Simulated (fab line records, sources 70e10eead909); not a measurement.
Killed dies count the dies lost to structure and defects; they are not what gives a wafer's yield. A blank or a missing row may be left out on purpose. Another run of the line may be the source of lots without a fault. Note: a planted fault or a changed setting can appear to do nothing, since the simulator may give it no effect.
Comparing a struck lot with a sound one + flow nandHarc + 20 steps out of a route of 1302
Sound: wafers L918.1, L918.4, L918.5. Struck: wafer L929.5 (L929.2, L929.3, from the same lot, were not struck and are left out); the cause is given at the end.
At each step with rows: each side's tool, then ch and its chambers, then its first start. Under that, the readings that differ: sound wafers + struck wafers + difference of the means + sigmas: that difference in standard deviations of wafers without a fault.
alike: same words and numbers on both sides, and readings whose means sit less than 2 such deviations apart. not compared: any withheld reading, any reading some wafer has no value for, any bound like >300 that may hide the same value, and any number with overlapping values for which the record gives no deviation.
A row with sigmas, a row that says differs or no value, or rows on one side alone: a step with any of these is where the two part. Numbers that don't overlap but have no deviation are shown without sigmas and don't part them. A reading missing from all wafers of one side parts the sides only when that side holds two or more wafers.

first, 4 steps without rows for these wafers: NHARC_P_GATE_PRECLEAN_71 (cleans in SC1); NHARC_P_GATE_SRD_72; NHARC_P_GATE_OXIDE_16 (material SiO2, target thk 3 nm, ox time 392 s); NHARC_P_GATE_CVD_17 (deposits poly-Si, target thk 150 nm, time 900 s).
NHARC_P_GATE_HM_DEP_102: deposits aC, target thk 120 nm.
  sound on aclDep-03 ch 0, day 7 22:29; struck on aclDep-01 ch 0, day 12 13:04
  alike: throttleValvePct
NHARC_P_GATE_DEP_103: deposits SiON, target thk 30 nm.
  sound on pecvd-04 ch 0,2, day 7 23:09; struck on pecvd-01 ch 0, day 12 13:38
  alike: heaterPowerW
then, 6 steps without rows for these wafers: NHARC_P_GATE_DEHYDRATE_18 (time 120 s); NHARC_P_GATE_HMDS_19 (time 30 s); NHARC_P_GATE_COAT_20 (resist thk 90 nm); NHARC_P_GATE_SOFTBAKE_21 (time 55 s); NHARC_P_GATE_EBR_22; NHARC_P_GATE_EXPOSE_23 (exposes mask P GATE, target cd 120 nm).
NHARC_P_GATE_PEB_24: peb time 65 s.
  sound on lithoTrack-01 ch 0, day 7 23:46; struck on lithoTrack-01 ch 0, day 12 14:07
then, 1 step without rows for these wafers: NHARC_P_GATE_DEVELOP_25 (develop time 35 s).
NHARC_P_GATE_CD_MEAS_26: the cd target is 120 nm.
  sound on cdSem-01 ch 0, day 7 23:51; struck on cdSem-01 ch 0, day 12 14:11
| reading   | sound             | struck | difference | sigmas |
|-----------|-------------------|--------|------------|--------|
| cdNm (nm) | 120.3 120.3 119.5 | 118.0  | -2.0       | -3     |
NHARC_P_GATE_OVL_MEAS_27:
  struck on overlay-01, day 12 14:17; sound on overlay-02, day 7 23:56
  alike: overlayXNm, overlayYNm
NHARC_P_GATE_INSPECT_28:
  struck on defectInspect-02, day 12 14:19; sound on defectInspect-02, day 7 23:58
| reading        | sound | struck | difference | sigmas |
|----------------|-------|--------|------------|--------|
| rawDefectCount | 9 9 9 | 3      | -6         | -2     |
NHARC_P_GATE_DESCUM_31: chemistry O2, time 3 s.
  sound on rieDiel-02 ch 0,2,3, day 8 00:02; struck on rieDiel-02 ch 3, day 12 14:23
| reading                | sound             | struck | difference | sigmas |
|------------------------|-------------------|--------|------------|--------|
| model.P_GATE.cdNm (nm) | 120.4 121.3 118.7 | 117.6  | -2.5       |        |
  alike: drypumpMotorCurrentA, oesProductAu, rfVppV, showerheadPlenumPTorr, throttleValvePct
  not compared: rfHoursCounterH
NHARC_P_GATE_ETCH_104: etches the open film in CF4/CHF3, target depth 60 nm.
  sound on rieDiel-02 ch 1,2,3, day 8 00:08; struck on rieDiel-02 ch 3, day 12 14:28
| reading                | sound             | struck | difference | sigmas |
|------------------------|-------------------|--------|------------|--------|
| model.P_GATE.cdNm (nm) | 121.1 121.7 119.3 | 118.1  | -2.6       |        |
  alike: drypumpMotorCurrentA, oesProductAu, rfVppV, showerheadPlenumPTorr, throttleValvePct
NHARC_P_GATE_HM_OPEN_105: chemistry O2/COS, target depth 360 nm.
  sound: rieDiel-02 ch 1,2; struck: rieDiel-02 ch 2
  alike: drypumpMotorCurrentA, oesProductAu, rfVppV, showerheadPlenumPTorr, throttleValvePct
  not compared: rfHoursCounterH

WHERE THEY PART
At NHARC_P_GATE_CD_MEAS_26 first; at NHARC_P_GATE_INSPECT_28 last (within this record only). Later steps at which nothing parts them and some readings are alike: NHARC_P_GATE_DESCUM_31, NHARC_P_GATE_ETCH_104, NHARC_P_GATE_HM_OPEN_105.

WHY: what the simulator had put in
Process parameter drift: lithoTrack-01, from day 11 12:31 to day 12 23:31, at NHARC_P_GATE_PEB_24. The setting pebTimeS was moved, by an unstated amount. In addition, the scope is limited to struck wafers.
